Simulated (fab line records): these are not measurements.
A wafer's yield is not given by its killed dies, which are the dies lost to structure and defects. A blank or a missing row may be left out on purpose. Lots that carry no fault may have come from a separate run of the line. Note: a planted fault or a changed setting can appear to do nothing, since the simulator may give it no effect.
fab line records	flow nandHarc	part 1 of 2: steps 1 to 24 of 33
record lots=5	wafers=15	lastDay=30
route steps=1302 shown P_BONDPAD@352
lots with no fault: from the same line, run without faults
startH: the number of hours between the record's first day and the start of the first shown wafer of the lot	waitH: hours elapsed since this lot's preceding step	" the same as in the row above	L1.1+2: a row that stands for several wafers	- value missing, or start not given	* or withheld: withheld	< > ~ a bound
route shown NAME@n: names a module that has steps shown in the file, with the first one's number in the route	usual: mean/standard deviation of fault-free wafers	same: alike in all rows	chamber/n: place in a boat	sites: the reading at each site	_std_site: how widely they spread, as a standard deviation	_edge_site: inner sites' mean taken away from outer sites' mean	radiusMm: how far each site lies from the wafer's centre	mask NAME#n: copy n	behind: the last tool/chamber to shape the wafer	hold: the reason the lot was held/the length of the hold in hours/how it ended	device: whichever transistor did not switch (one of n, p or np)	end of line: tests of these same wafers at the route's end	a step given without rows: its recipe and nothing more	killed: at the first sort, the dies lost to defects and structure; wafer yield is something else	map: a wafer's dies, marking killed ones x, the rest . and places with no die _
set.NAME: the run value of the setting; set.NAME@STEP: its run value at that earlier step	model.NAME: the simulator's own value behind a step, which no gauge read
lots seen at some steps along the route; tables by step, rows by wafer
services: from which hour (startH, from the record's first day; less than 0 if before it) a tool's chamber was out of use, for how many hours, and why
## steps
# step NHARC_P_BONDPAD_CMP_32
# recipe targetThkNm=200	material=SiCN
# usual motorCurrentA=12.0/1.7	slurryFilterDpKPa=13.50/0.13	slurryFlowMlMin=150.0/0.5
lot.wafer	tool	chamber	startH	waitH	motorCurrentA	slurryFilterDpKPa	slurryFlowMlMin
L075.4	cmp-03	3	192.92	0.3	11.7	13.42	150.0
L075.6	"	3	"	"	11.4	13.60	149.9
L075.5	"	0	"	"	13.7	13.47	150.8
L083.3	cmp-04	3	232.67	-	11.5	13.50	151.3
L083.4	"	0	"	"	13.7	13.56	150.2
L083.5	"	0	"	"	15.2	13.51	149.9
L084.4	cmp-03	0	233.40	-	13.5	13.42	150.3
L084.3	"	3	"	"	11.8	13.57	150.9
L084.5	"	0	"	"	13.4	13.52	150.5
L085.2	cmp-04	2	252.06	-	10.0	13.44	149.4
L085.4	"	3	"	"	10.8	13.47	149.8
L085.5	"	2	"	"	10.0	13.42	149.1
L090.4	cmp-03	2	289.42	-	10.3	13.39	150.0
L090.2	"	3	"	"	11.7	13.65	149.6
L090.5	"	2	"	"	10.2	13.70	150.5
# step NHARC_P_BONDPAD_THK_MEAS_33
# recipe thkMeasGauge=ellipsometry
# usual thkNm=200.3/1.5
lot.wafer	tool	chamber	startH	waitH	thkNm
L075.4	filmMetro-01	-	193.17	0.2	201.4
L075.5	"	-	"	"	201.5
L075.6	"	-	"	"	198.4
L083.3	filmMetro-01	-	232.92	0.2	200.5
L083.4	"	-	"	"	200.7
L083.5	"	-	"	"	201.2
L084.3	filmMetro-02	-	233.65	0.2	198.7
L084.4	"	-	"	"	199.1
L084.5	"	-	"	"	200.8
L085.2	filmMetro-01	-	252.31	0.2	200.4
L085.4	"	-	"	"	198.7
L085.5	"	-	"	"	197.8
L090.2	filmMetro-02	-	289.67	0.2	200.8
L090.4	"	-	"	"	201.4
L090.5	"	-	"	"	201.7
# step NHARC_P_BONDPAD_SRD_34
lot.wafer	tool	chamber	startH	waitH
L075.6+5+4	wetBench-10	6,7,1	193.21	0.0
L083.3+4+5	wetBench-10	4,5,6	232.97	0.0
L084.4+3+5	wetBench-10	0,1,4	233.69	0.0
L085.5+2+4	wetBench-10	0,1,2	252.35	0.0
L090.4+2+5	wetBench-08	6,0,3	289.71	0.0
# step NHARC_P_BONDPAD_DEHYDRATE_01
# recipe tempC=150	timeS=120
lot.wafer	tool	chamber	startH	waitH
L075.4+5+6	lithoTrack-02	0	193.30	0.1
L083.3+4+5	lithoTrack-05	0	233.05	0.1
L084.3+4+5	lithoTrack-05	0	233.78	0.1
L085.2+4+5	lithoTrack-05	0	252.43	0.1
L090.2+4+5	lithoTrack-02	0	289.79	0.1
# step NHARC_P_BONDPAD_HMDS_02
# recipe timeS=30
lot.wafer	tool	chamber	startH	waitH
L075.4+5+6	lithoTrack-02	0	-	-
L083.3+4+5	lithoTrack-05	0	-	-
L084.3+4+5	lithoTrack-05	0	-	-
L085.2+4+5	lithoTrack-05	0	-	-
L090.2+4+5	lithoTrack-02	0	-	-
# step NHARC_P_BONDPAD_COAT_36
# recipe tempC=200	timeS=65
lot.wafer	tool	chamber	startH	waitH
L075.4+5+6	lithoTrack-02	0	-	-
L083.3+4+5	lithoTrack-05	0	-	-
L084.3+4+5	lithoTrack-05	0	-	-
L085.2+4+5	lithoTrack-05	0	-	-
L090.2+4+5	lithoTrack-02	0	-	-
# step NHARC_P_BONDPAD_COAT_03
# recipe spinRpm=2000	resistThkNm=600
lot.wafer	tool	chamber	startH	waitH
L075.4+5+6	lithoTrack-02	0	-	-
L083.3+4+5	lithoTrack-05	0	-	-
L084.3+4+5	lithoTrack-05	0	-	-
L085.2+4+5	lithoTrack-05	0	-	-
L090.2+4+5	lithoTrack-02	0	-	-
# step NHARC_P_BONDPAD_SOFTBAKE_04
# recipe tempC=125	timeS=70
lot.wafer	tool	chamber	startH	waitH
L075.4+5+6	lithoTrack-02	0	-	-
L083.3+4+5	lithoTrack-05	0	-	-
L084.3+4+5	lithoTrack-05	0	-	-
L085.2+4+5	lithoTrack-05	0	-	-
L090.2+4+5	lithoTrack-02	0	-	-
# step NHARC_P_BONDPAD_EBR_05
lot.wafer	tool	chamber	startH	waitH
L075.4+5+6	lithoTrack-02	0	-	-
L083.3+4+5	lithoTrack-05	0	-	-
L084.3+4+5	lithoTrack-05	0	-	-
L085.2+4+5	lithoTrack-05	0	-	-
L090.2+4+5	lithoTrack-02	0	-	-
# step NHARC_P_BONDPAD_EXPOSE_06
# recipe na=0.55	doseMj=37.06	maskId=P_BPAD
# usual exposureDoseMJCm2=37.06/0.042
lot.wafer	tool	chamber	startH	waitH	mask	exposureDoseMJCm2
L075.4	krfScanner-04	0	193.60	-	P_BPAD#0	37.00
L075.5	"	0	"	"	P_BPAD#0	36.94
L075.6	"	0	"	"	P_BPAD#0	36.99
L083.3	krfScanner-03	0	233.22	-	P_BPAD#0	37.07
L083.4	"	0	"	"	P_BPAD#0	37.09
L083.5	"	0	"	"	P_BPAD#0	37.05
L084.3	krfScanner-02	0	234.08	-	P_BPAD#0	37.14
L084.4	"	0	"	"	P_BPAD#0	37.17
L084.5	"	0	"	"	P_BPAD#0	37.08
L085.2	krfScanner-04	0	252.73	-	P_BPAD#0	37.09
L085.4	"	0	"	"	P_BPAD#0	37.12
L085.5	"	0	"	"	P_BPAD#0	37.16
L090.2	krfScanner-02	0	290.08	-	P_BPAD#0	37.08
L090.4	"	0	"	"	P_BPAD#0	37.03
L090.5	"	0	"	"	P_BPAD#0	37.06
# step NHARC_P_BONDPAD_PEB_07
# recipe pebTempC=128	pebTimeS=80
lot.wafer	tool	chamber	startH	waitH
L075.4+5+6	lithoTrack-05	0	193.65	0.0
L083.3+4+5	lithoTrack-03	0	233.28	0.1
L084.3+4+5	lithoTrack-05	0	234.13	0.1
L085.2+4+5	lithoTrack-05	0	252.79	0.1
L090.2+4+5	lithoTrack-05	0	290.15	0.1
# step NHARC_P_BONDPAD_DEVELOP_08
# recipe timeS=50	devTempC=22
# usual developerTempC=21.99/0.11
lot.wafer	tool	chamber	startH	waitH	developerTempC
L075.4	lithoTrack-05	0	-	-	21.86
L075.5	"	0	"	"	21.84
L075.6	"	0	"	"	21.96
L083.3	lithoTrack-03	0	-	-	21.85
L083.4	"	0	"	"	21.95
L083.5	"	0	"	"	21.82
L084.3	lithoTrack-05	0	-	-	22.05
L084.4	"	0	"	"	21.83
L084.5	"	0	"	"	22.18
L085.2	lithoTrack-05	0	-	-	22.02
L085.4	"	0	"	"	22.06
L085.5	"	0	"	"	21.91
L090.2	lithoTrack-05	0	-	-	21.88
L090.4	"	0	"	"	21.99
L090.5	"	0	"	"	22.01
# step NHARC_P_BONDPAD_CD_MEAS_09
# recipe targetCdNm=500	landingEnergyEv=500
# usual cdNm=498.5/1.9
lot.wafer	tool	chamber	startH	waitH	cdNm
L075.4	cdSem-03	0	193.74	-	496.5
L075.5	"	0	"	"	499.7
L075.6	"	0	"	"	497.2
L083.3	cdSem-03	0	233.37	-	500.0
L083.4	"	0	"	"	502.0
L083.5	"	0	"	"	500.1
L084.3	cdSem-03	0	234.22	-	498.9
L084.4	"	0	"	"	497.5
L084.5	"	0	"	"	495.6
L085.2	cdSem-01	0	252.87	-	497.7
L085.4	"	0	"	"	497.3
L085.5	"	0	"	"	497.7
L090.2	cdSem-01	0	290.23	-	494.4
L090.4	"	0	"	"	494.9
L090.5	"	0	"	"	493.7
# step NHARC_P_BONDPAD_OVL_MEAS_38
# usual overlayXNm=0/4.8	overlayYNm=2/5.4
lot.wafer	tool	chamber	startH	waitH	overlayXNm	overlayYNm
L075.4	overlay-01	-	193.83	-	-4	-4
L075.5	"	-	"	"	-4	-4
L075.6	"	-	"	"	-4	-4
L083.3	overlay-02	-	233.45	-	2	0
L083.4	"	-	"	"	2	-1
L083.5	"	-	"	"	2	0
L084.3	overlay-01	-	234.31	-	3	-2
L084.4	"	-	"	"	3	-3
L084.5	"	-	"	"	3	-3
L085.2	overlay-02	-	252.96	-	6	-2
L085.4	"	-	"	"	5	-2
L085.5	"	-	"	"	6	-2
L090.2	overlay-01	-	290.32	-	-2	1
L090.4	"	-	"	"	-2	1
L090.5	"	-	"	"	-2	0
# step NHARC_P_BONDPAD_HARDBAKE_10
# recipe tempC=118	timeS=65
lot.wafer	tool	chamber	startH	waitH
L075.4+5+6	lithoTrack-02	0	193.88	0.1
L083.3+4+5	lithoTrack-03	0	233.50	0.1
L084.3+4+5	lithoTrack-05	0	234.36	0.0
L085.2+4+5	lithoTrack-05	0	253.01	0.0
L090.2+4+5	lithoTrack-02	0	290.37	0.0
# step NHARC_P_BONDPAD_DESCUM_11
# recipe timeS=3	o2FlowSccm=200	arFlowSccm=0	biasPowerW=0	chemistry=O2
# usual drypumpMotorCurrentA=5.8/0.34	oesProductAu=1.000/0.01	rfVppV=58.0/0.89	showerheadPlenumPTorr=1.98/0.072	throttleValvePct=11.311/0.0092
lot.wafer	tool	chamber	startH	waitH	drypumpMotorCurrentA	oesProductAu	rfHoursCounterH	rfVppV	showerheadPlenumPTorr	throttleValvePct
L075.4	rieDiel-02	0	193.96	-	6.0	0.997	7.5	58.9	2.02	11.299
L075.5	"	3	"	"	6.1	1.016	-	56.8	1.94	11.317
L075.6	"	0	"	"	6.0	0.991	-	56.2	2.02	11.315
L083.4	rieDiel-10	2	233.58	-	5.8	0.992	3.1	58.2	2.06	11.298
L083.3	"	0	"	"	6.0	1.007	3.1	59.1	2.02	11.322
L083.5	"	2	"	"	5.8	1.004	-	58.2	2.06	11.321
L084.4	rieDiel-02	2	234.45	-	6.1	0.993	1.2	57.6	2.00	11.302
L084.3	"	3	"	"	6.1	1.008	0.9	58.6	1.94	11.312
L084.5	"	0	"	"	6.0	0.985	-	58.7	2.02	11.321
L085.2	rieDiel-10	3	253.09	-	6.0	0.975	0	60.2	2.00	11.315
L085.4	"	0	"	"	6.0	0.992	0	59.0	2.02	11.323
L085.5	"	2	"	"	5.7	0.986	-	58.1	2.06	11.286
L090.2	rieDiel-03	1	290.46	-	5.8	0.999	0	59.7	2.03	11.313
L090.4	"	2	"	"	5.4	1.004	0	57.4	1.81	11.323
L090.5	"	3	"	"	6.0	1.008	-	57.5	2.00	11.323
# step NHARC_P_BONDPAD_ETCH_37
# recipe targetDepthA=600	overetchA=180	timeS=65.91	ionEnergyEv=200	n2FlowSccm=150	h2FlowSccm=150	arFlowSccm=0	rfW=400	biasW=150	chemistry=N2/H2
# usual drypumpMotorCurrentA=5.8/0.35	n2FlowSccm=150.0/0.46	oesProductAu=1.000/0.01	rfVppV=432.6/2.3	showerheadPlenumPTorr=2.11/0.079	throttleValvePct=14.171/0.009
lot.wafer	tool	chamber	startH	waitH	drypumpMotorCurrentA	n2FlowSccm	oesProductAu	rfHoursCounterH	rfVppV	showerheadPlenumPTorr	throttleValvePct
L075.4	rieDiel-02	1	194.05	0.1	6.1	149.9	0.993	7.5	429.7	2.06	14.169
L075.5	"	2	"	"	6.1	150.3	1.004	-	434.3	2.14	14.177
L075.6	"	3	"	"	6.1	150.5	1.030	-	432.1	2.07	14.182
L083.4	rieDiel-10	2	233.66	0.1	5.8	149.4	1.000	3.1	435.2	2.20	14.162
L083.3	"	1	"	"	5.9	150.1	1.000	3.1	430.2	2.05	14.171
L083.5	"	2	"	"	5.8	150.1	1.004	-	435.4	2.20	14.172
L084.4	rieDiel-02	0	234.53	0.1	6.0	149.5	0.998	1.3	433.8	2.15	14.168
L084.3	"	1	"	"	6.1	150.3	1.005	1.6	430.9	2.06	14.168
L084.5	"	3	"	"	6.1	149.4	1.015	-	431.5	2.07	14.180
L085.4	rieDiel-10	2	253.17	0.1	5.7	150.5	0.988	0.0	433.6	2.20	14.173
L085.2	"	0	"	"	6.0	150.6	0.987	0.0	433.1	2.16	14.181
L085.5	"	3	"	"	6.0	149.6	0.985	-	432.3	2.13	14.161
L090.4	rieDiel-03	2	290.53	0.1	5.4	150.1	0.997	0.0	427.2	1.93	14.164
L090.2	"	3	"	"	5.9	149.8	1.003	0.0	432.4	2.14	14.166
L090.5	"	2	"	"	5.4	150.2	1.005	-	425.9	1.93	14.165
# step NHARC_P_BONDPAD_ETCH_12
# recipe targetDepthA=2000	timeS=100	chf3FlowSccm=50	o2FlowSccm=10	arFlowSccm=200	rfW=500	biasW=200	chemistry=CHF3/O2
# usual chf3FlowSccm=50.02/0.16	drypumpMotorCurrentA=5.8/0.35	oesProductAu=0.938/0.021	rfVppV=372.4/2	showerheadPlenumPTorr=2.48/0.087	throttleValvePct=20.573/0.0096
lot.wafer	tool	chamber	startH	waitH	chf3FlowSccm	drypumpMotorCurrentA	oesProductAu	rfHoursCounterH	rfVppV	showerheadPlenumPTorr	throttleValvePct
L075.4	rieDiel-02	1	-	-	49.82	6.2	0.925	7.5	372.6	2.42	20.586
L075.6	"	0	"	"	49.95	6.0	0.929	-	374.2	2.53	20.579
L075.5	"	1	"	"	50.06	6.2	0.924	-	371.5	2.42	20.555
L083.3	rieDiel-10	1	-	-	50.02	6.0	0.906	3.1	369.7	2.41	20.586
L083.4	"	0	"	"	50.01	6.0	0.916	3.1	372.6	2.53	20.572
L083.5	"	2	"	"	50.09	5.8	0.918	-	375.0	2.58	20.570
L084.4	rieDiel-02	0	-	-	50.24	6.1	0.952	1.3	373.5	2.52	20.576
L084.3	"	3	"	"	50.32	6.1	0.990	0.9	372.1	2.43	20.568
L084.5	"	1	"	"	50.09	6.1	0.971	-	373.7	2.42	20.572
L085.4	rieDiel-10	0	-	-	50.00	6.0	0.976	0.0	373.1	2.53	20.576
L085.2	"	3	"	"	50.22	5.9	0.949	0.0	372.9	2.50	20.577
L085.5	"	1	"	"	50.14	5.9	0.973	-	371.6	2.41	20.569
L090.4	rieDiel-03	2	-	-	50.14	5.4	0.975	0.0	368.6	2.28	20.591
L090.2	"	0	"	"	49.94	5.0	0.953	0.0	374.1	2.56	20.564
L090.5	"	2	"	"	49.88	5.4	0.964	-	369.4	2.28	20.579
# step NHARC_P_BONDPAD_CD_MEAS_13
# usual cdNm=497.9/2
lot.wafer	tool	chamber	startH	waitH	cdNm
L075.4	cdSem-01	-	194.27	-	494.5
L075.5	"	-	"	"	498.9
L075.6	"	-	"	"	495.2
L083.3	cdSem-01	-	233.90	-	499.1
L083.4	"	-	"	"	500.4
L083.5	"	-	"	"	497.9
L084.3	cdSem-03	-	234.75	-	499.0
L084.4	"	-	"	"	497.3
L084.5	"	-	"	"	494.5
L085.2	cdSem-03	-	253.40	-	496.9
L085.4	"	-	"	"	497.2
L085.5	"	-	"	"	497.5
L090.2	cdSem-01	-	290.76	-	495.2
L090.4	"	-	"	"	493.3
L090.5	"	-	"	"	492.3
# step NHARC_P_BONDPAD_STRIP_15
# recipe o2FlowSccm=500	arFlowSccm=0	biasW=0	chemistry=O2
# usual drypumpMotorCurrentA=5.8/0.33	oesProductAu=1.000/0.01	rfVppV=58.1/0.81	showerheadPlenumPTorr=3.65/0.12	throttleValvePct=17.036/0.01
lot.wafer	tool	chamber	startH	waitH	drypumpMotorCurrentA	oesProductAu	rfHoursCounterH	rfVppV	showerheadPlenumPTorr	throttleValvePct
L075.4	rieDiel-10	2	194.36	0.1	5.8	0.987	2.6	57.4	3.78	17.046
L075.6	"	1	"	"	5.9	0.997	-	58.9	3.55	17.041
L075.5	"	2	"	"	5.8	0.989	-	58.1	3.78	17.020
L083.4	rieDiel-03	0	233.96	0.1	5.0	1.008	6.3	58.4	3.76	17.026
L083.3	"	3	"	"	6.0	0.997	6.4	59.0	3.68	17.049
L083.5	"	1	"	"	5.9	1.005	-	57.5	3.73	17.034
L084.3	rieDiel-10	1	234.85	0.1	5.9	1.000	3.2	59.1	3.55	17.027
L084.4	"	2	"	"	5.8	0.992	3.2	58.4	3.78	17.035
L084.5	"	0	"	"	6.0	1.004	-	58.6	3.71	17.050
L085.4	rieDiel-03	3	253.49	0.1	6.0	0.989	7.3	58.5	3.68	17.043
L085.2	"	0	"	"	5.0	0.990	7.2	58.4	3.76	17.042
L085.5	"	3	"	"	6.0	0.997	-	56.7	3.68	17.043
L090.2	rieDiel-10	1	290.85	0.1	5.9	0.992	1.3	57.7	3.54	17.035
L090.4	"	3	"	"	6.0	0.980	0.9	59.6	3.67	17.031
L090.5	"	0	"	"	6.0	0.988	-	57.9	3.71	17.044
# step NHARC_P_BONDPAD_ETCH_24
# recipe targetDepthA=300	overEtchFrac=0.3	timeS=72.99	ionEnergyEv=150	cf4FlowSccm=50	n2FlowSccm=100	arFlowSccm=150	rfW=300	biasW=100	chemistry=CF4/N2
# usual drypumpMotorCurrentA=5.8/0.33	n2FlowSccm=100.03/0.27	oesProductAu=0.998/0.012	rfVppV=315.8/1.6	showerheadPlenumPTorr=2.72/0.088	throttleValvePct=19.794/0.0082
lot.wafer	tool	chamber	startH	waitH	drypumpMotorCurrentA	n2FlowSccm	oesProductAu	rfHoursCounterH	rfVppV	showerheadPlenumPTorr	throttleValvePct
L075.4	rieDiel-10	2	-	-	5.8	100.08	0.985	2.6	318.2	2.82	19.789
L075.5	"	3	"	"	6.0	99.83	1.002	-	318.1	2.73	19.815
L075.6	"	0	"	"	6.0	100.05	1.004	-	317.0	2.76	19.796
L083.3	rieDiel-03	3	-	-	5.9	100.27	0.992	6.4	316.2	2.74	19.786
L083.4	"	2	"	"	5.4	99.74	0.999	6.8	312.9	2.49	19.797
L083.5	"	3	"	"	6.0	100.11	0.989	-	316.3	2.74	19.800
L084.3	rieDiel-10	1	-	-	5.9	100.16	0.992	3.2	315.1	2.64	19.803
L084.4	"	2	"	"	5.8	99.99	0.986	3.2	317.0	2.82	19.784
L084.5	"	0	"	"	6.0	100.15	0.989	-	314.7	2.76	19.808
L085.4	rieDiel-03	0	-	-	5.0	100.09	1.001	7.2	317.4	2.80	19.801
L085.2	"	2	"	"	5.4	99.39	1.022	7.6	313.4	2.49	19.796
L085.5	"	0	"	"	5.0	99.86	1.001	-	317.3	2.80	19.790
L090.4	rieDiel-10	0	-	-	6.0	100.03	0.989	0.9	315.6	2.76	19.804
L090.2	"	3	"	"	5.9	100.04	0.975	0.9	316.7	2.73	19.793
L090.5	"	0	"	"	6.0	100.77	0.997	-	318.5	2.76	19.788
# step NHARC_P_BONDPAD_STRIP_16
# recipe timeS=600	tempC=30	chemistry=postEtchResidueRemover
# usual tempC=30.01/0.1
lot.wafer	tool	chamber	startH	waitH	tempC
L075.6	wetBench-08	1	194.63	-	30.28
L075.4	"	2	"	"	30.09
L075.5	"	3	"	"	29.97
L083.3	wetBench-08	0	234.25	-	29.93
L083.5	"	2	"	"	30.11
L083.4	"	4	"	"	29.98
L084.5	wetBench-08	0	235.10	-	30.11
L084.3	"	4	"	"	30.09
L084.4	"	5	"	"	29.94
L085.5	wetBench-08	7	253.78	-	29.96
L085.4	"	1	"	"	29.93
L085.2	"	2	"	"	30.04
L090.4	wetBench-10	7	291.12	-	29.91
L090.5	"	0	"	"	30.19
L090.2	"	2	"	"	30.16
# step NHARC_P_BONDPAD_DEGAS_25
# recipe tempC=300	timeS=60
# usual heaterPowerW=458/62
lot.wafer	tool	chamber	startH	waitH	heaterPowerW
L075.4	pvdSputter-02	-	194.90	-	394
L075.5	"	-	"	"	460
L075.6	"	-	"	"	416
L083.4	pvdSputter-02	-	234.52	-	457
L083.3	"	-	"	"	388
L083.5	"	-	"	"	420
L084.3	pvdSputter-02	-	235.39	-	463
L084.4	"	-	"	"	419
L084.5	"	-	"	"	423
L085.2	pvdSputter-01	-	254.07	-	370
L085.4	"	-	"	"	614
L085.5	"	-	"	"	379
L090.2	pvdSputter-01	-	291.38	-	380
L090.4	"	-	"	"	628
L090.5	"	-	"	"	384
# step NHARC_P_BONDPAD_PRE_CLEAN_26
# recipe timeS=30	tempC=280	gas=H2/He
# usual heaterPowerW=407/59
lot.wafer	tool	chamber	startH	waitH	heaterPowerW
L075.4	pvdSputter-02	-	-	-	378
L075.5	"	-	"	"	403
L075.6	"	-	"	"	368
L083.4	pvdSputter-02	-	-	-	398
L083.3	"	-	"	"	374
L083.5	"	-	"	"	398
L084.3	pvdSputter-02	-	-	-	405
L084.4	"	-	"	"	371
L084.5	"	-	"	"	376
L085.2	pvdSputter-01	-	-	-	431
L085.4	"	-	"	"	488
L085.5	"	-	"	"	426
L090.4	pvdSputter-01	-	-	-	543
L090.2	"	-	"	"	340
L090.5	"	-	"	"	450
